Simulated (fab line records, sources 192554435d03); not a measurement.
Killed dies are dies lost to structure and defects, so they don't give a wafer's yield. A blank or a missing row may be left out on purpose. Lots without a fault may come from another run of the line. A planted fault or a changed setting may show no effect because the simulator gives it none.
Chamber matching | flow n5_finfet | N5_BEOL_M3_STRIP_19 on rie_diel-02: 4 sister chambers
The step strips in O2. 27 wafers are shown with their chamber, then 12 later ones without.

WAFERS WITH THEIR CHAMBER
wafer  | chamber | showerhead_plenum_p_Torr (Torr) | throttle_valve_pct (%) | drypump_motor_current_A (A)
L074.1 | 1       | 2.19                            | 16.36                  | 6.2
L074.2 | 0       | 2.22                            | 16.32                  | 6.0
L074.6 | 0       | 2.22                            | 16.31                  | 6.0
L074.3 | 1       | 2.19                            | 16.37                  | 6.2
L074.4 | 0       | 2.22                            | 16.32                  | 6.0
L074.5 | 1       | 2.19                            | 16.35                  | 6.2
L076.2 | 3       | 2.25                            | 16.48                  | 5.5
L076.4 | 2       | 2.00                            | 16.98                  | 6.2
L076.6 | 3       | 2.25                            | 16.48                  | 5.6
L077.2 | 2       | 1.99                            | 16.98                  | 6.2
L077.4 | 1       | 2.19                            | 16.37                  | 6.2
L077.5 | 0       | 2.22                            | 16.33                  | 6.1
L080.1 | 0       | 2.21                            | 16.37                  | 6.0
L080.2 | 3       | 2.24                            | 16.49                  | 5.6
L080.3 | 1       | 2.18                            | 16.38                  | 6.3
L080.4 | 2       | 1.99                            | 17.01                  | 6.2
L080.5 | 3       | 2.24                            | 16.50                  | 5.6
L080.6 | 2       | 1.99                            | 16.99                  | 6.2
L082.2 | 3       | 2.24                            | 16.48                  | 5.6
L082.4 | 2       | 1.99                            | 17.00                  | 6.2
L082.5 | 0       | 2.21                            | 16.37                  | 6.0
L081.2 | 1       | 2.18                            | 16.39                  | 6.2
L081.3 | 0       | 2.21                            | 16.35                  | 6.0
L081.4 | 3       | 2.24                            | 16.48                  | 5.6
L085.1 | 1       | 2.18                            | 16.42                  | 6.3
L085.4 | 2       | 1.99                            | 17.01                  | 6.2
L085.5 | 3       | 2.24                            | 16.49                  | 5.6

SIGNATURES (means of the wafers above)
reading                  | chamber 0 | chamber 1 | chamber 2 | chamber 3 | scatter within a chamber
showerhead_plenum_p_Torr | 2.2157    | 2.1857    | 1.9917    | 2.2429    | 0.00497
throttle_valve_pct       | 16.3386   | 16.3771   | 16.9950   | 16.4857   | 0.0188
drypump_motor_current_A  | 6.014     | 6.229     | 6.200     | 5.586     | 0.037
Rule: a wafer's distance from a chamber is the root of the sum, over the readings, of the square of ((its reading less the chamber's mean) divided by the reading's scatter). The wafer belongs to the nearest chamber; if the next one is less than 2 further off, it can't be placed. The scatter: the root of (the sum of the squares of (reading less its chamber's mean) over the shown wafers, divided by (wafers less chambers)).

WAFERS WITHOUT THEIR CHAMBER
wafer  | showerhead_plenum_p_Torr (Torr) | throttle_valve_pct (%) | drypump_motor_current_A (A)
L090.2 | 2.21                            | 16.38                  | 6.0
L090.3 | 2.18                            | 16.42                  | 6.3
L090.5 | 2.18                            | 16.43                  | 6.2
L093.2 | 2.20                            | 16.40                  | 6.0
L093.4 | 1.99                            | 17.05                  | 6.2
L093.6 | 2.17                            | 16.44                  | 6.2
L097.1 | 2.17                            | 16.45                  | 6.2
L097.2 | 2.23                            | 16.55                  | 5.6
L097.3 | 1.98                            | 17.05                  | 6.2
L097.4 | 2.20                            | 16.41                  | 6.0
L097.5 | 1.98                            | 17.06                  | 6.2
L097.6 | 2.17                            | 16.46                  | 6.2

WHICH CHAMBER EACH WENT THROUGH
wafer  | from the rows above | in truth
L090.2 | 0                   | 0
L090.3 | 1                   | 1
L090.5 | 1                   | 1
L093.2 | 0                   | 0
L093.4 | 2                   | 2
L093.6 | 1                   | 1
L097.1 | 1                   | 1
L097.2 | 3                   | 3
L097.3 | 2                   | 2
L097.4 | 0                   | 0
L097.5 | 2                   | 2
L097.6 | 1                   | 1
Placed correctly: 12 of 12. Can't be placed from these rows: 0. Placed wrongly: 0.
